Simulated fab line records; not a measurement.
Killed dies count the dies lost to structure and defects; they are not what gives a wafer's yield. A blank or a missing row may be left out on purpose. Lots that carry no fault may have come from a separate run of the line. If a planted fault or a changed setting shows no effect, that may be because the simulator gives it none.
Matching of chambers :: flow n5Finfet :: N5_FIN_SAQP_PECVD_48 on pecvd-02 has 3 sister chambers
The step deposits SiNx from SiH4/NH3/N2, target thk 25 nm, time 22.1 s. 18 wafers are shown with their chamber, then 9 later ones without.

WAFERS PAIRED WITH THEIR CHAMBERS
wafer: L076.3
chamber: 1
throttleValvePct (%): 41.5
showerheadPlenumPTorr (Torr): 5.14
rfFwdPowerW (W): 295.1

wafer: L076.4
chamber: 0
throttleValvePct (%): 38.7
showerheadPlenumPTorr (Torr): 5.08
rfFwdPowerW (W): 298.2

wafer: L076.6
chamber: 1
throttleValvePct (%): 41.7
showerheadPlenumPTorr (Torr): 5.13
rfFwdPowerW (W): 296.0

wafer: L083.3
chamber: 2
throttleValvePct (%): 36.5
showerheadPlenumPTorr (Torr): 5.08
rfFwdPowerW (W): 295.3

wafer: L083.4
chamber: 1
throttleValvePct (%): 41.5
showerheadPlenumPTorr (Torr): 5.14
rfFwdPowerW (W): 297.9

wafer: L083.5
chamber: 2
throttleValvePct (%): 36.5
showerheadPlenumPTorr (Torr): 5.07
rfFwdPowerW (W): 296.5

wafer: L085.2
chamber: 0
throttleValvePct (%): 38.6
showerheadPlenumPTorr (Torr): 5.09
rfFwdPowerW (W): 296.5

wafer: L085.4
chamber: 2
throttleValvePct (%): 36.2
showerheadPlenumPTorr (Torr): 5.08
rfFwdPowerW (W): 294.1

wafer: L085.5
chamber: 1
throttleValvePct (%): 41.5
showerheadPlenumPTorr (Torr): 5.13
rfFwdPowerW (W): 297.3

wafer: L087.3
chamber: 0
throttleValvePct (%): 38.9
showerheadPlenumPTorr (Torr): 5.11
rfFwdPowerW (W): 297.0

wafer: L087.4
chamber: 1
throttleValvePct (%): 41.6
showerheadPlenumPTorr (Torr): 5.12
rfFwdPowerW (W): 295.9

wafer: L087.5
chamber: 0
throttleValvePct (%): 38.8
showerheadPlenumPTorr (Torr): 5.10
rfFwdPowerW (W): 295.6

wafer: L088.1
chamber: 1
throttleValvePct (%): 41.7
showerheadPlenumPTorr (Torr): 5.15
rfFwdPowerW (W): 295.2

wafer: L088.3
chamber: 2
throttleValvePct (%): 36.5
showerheadPlenumPTorr (Torr): 5.09
rfFwdPowerW (W): 294.6

wafer: L088.5
chamber: 2
throttleValvePct (%): 36.6
showerheadPlenumPTorr (Torr): 5.07
rfFwdPowerW (W): 294.9

wafer: L089.1
chamber: 0
throttleValvePct (%): 38.9
showerheadPlenumPTorr (Torr): 5.10
rfFwdPowerW (W): 297.1

wafer: L089.5
chamber: 2
throttleValvePct (%): 36.6
showerheadPlenumPTorr (Torr): 5.09
rfFwdPowerW (W): 295.4

wafer: L089.6
chamber: 1
throttleValvePct (%): 41.5
showerheadPlenumPTorr (Torr): 5.14
rfFwdPowerW (W): 295.7

SIGNATURES, as means of the wafers listed above
reading: throttleValvePct
chamber 0: 38.780
chamber 1: 41.571
chamber 2: 36.483
scatter within a chamber: 0.124

reading: showerheadPlenumPTorr
chamber 0: 5.0960
chamber 1: 5.1357
chamber 2: 5.0800
scatter within a chamber: 0.00997

reading: rfFwdPowerW
chamber 0: 296.880
chamber 1: 296.157
chamber 2: 295.133
scatter within a chamber: 0.954
Rule: a wafer lies at a distance from a chamber equal to the root of the sum of squares, over the readings, of (its reading less the chamber's mean, divided by the reading's scatter). The wafer belongs to the nearest chamber; if the next one is less than 2 further off, it can't be placed. How the scatter is found: for the shown wafers, subtract from each reading the mean of its chamber, square and add these, divide the total by (wafers less chambers), then take the root.

WAFERS MISSING THEIR CHAMBER
wafer: L090.2
throttleValvePct (%): 41.6
showerheadPlenumPTorr (Torr): 5.13
rfFwdPowerW (W): 297.7

wafer: L090.5
throttleValvePct (%): 38.9
showerheadPlenumPTorr (Torr): 5.10
rfFwdPowerW (W): 298.3

wafer: L090.6
throttleValvePct (%): 41.8
showerheadPlenumPTorr (Torr): 5.14
rfFwdPowerW (W): 296.1

wafer: L094.1
throttleValvePct (%): 39.3
showerheadPlenumPTorr (Torr): 5.09
rfFwdPowerW (W): 296.9

wafer: L094.2
throttleValvePct (%): 36.9
showerheadPlenumPTorr (Torr): 5.08
rfFwdPowerW (W): 297.5

wafer: L094.3
throttleValvePct (%): 41.5
showerheadPlenumPTorr (Torr): 5.13
rfFwdPowerW (W): 296.8

wafer: L095.2
throttleValvePct (%): 39.0
showerheadPlenumPTorr (Torr): 5.09
rfFwdPowerW (W): 297.4

wafer: L095.3
throttleValvePct (%): 41.6
showerheadPlenumPTorr (Torr): 5.14
rfFwdPowerW (W): 297.5

wafer: L095.5
throttleValvePct (%): 39.0
showerheadPlenumPTorr (Torr): 5.08
rfFwdPowerW (W): 297.2

EACH ONE'S CHAMBER
wafer: L090.2
from the rows above: 1
in truth: 1

wafer: L090.5
from the rows above: 0
in truth: 0

wafer: L090.6
from the rows above: 1
in truth: 1

wafer: L094.1
from the rows above: 0
in truth: 0

wafer: L094.2
from the rows above: 2
in truth: 2

wafer: L094.3
from the rows above: 1
in truth: 1

wafer: L095.2
from the rows above: 0
in truth: 0

wafer: L095.3
from the rows above: 1
in truth: 1

wafer: L095.5
from the rows above: 0
in truth: 0
Correct placement for 9 of the 9. Left unplaced by these rows: 0. Wrongly placed: 0.
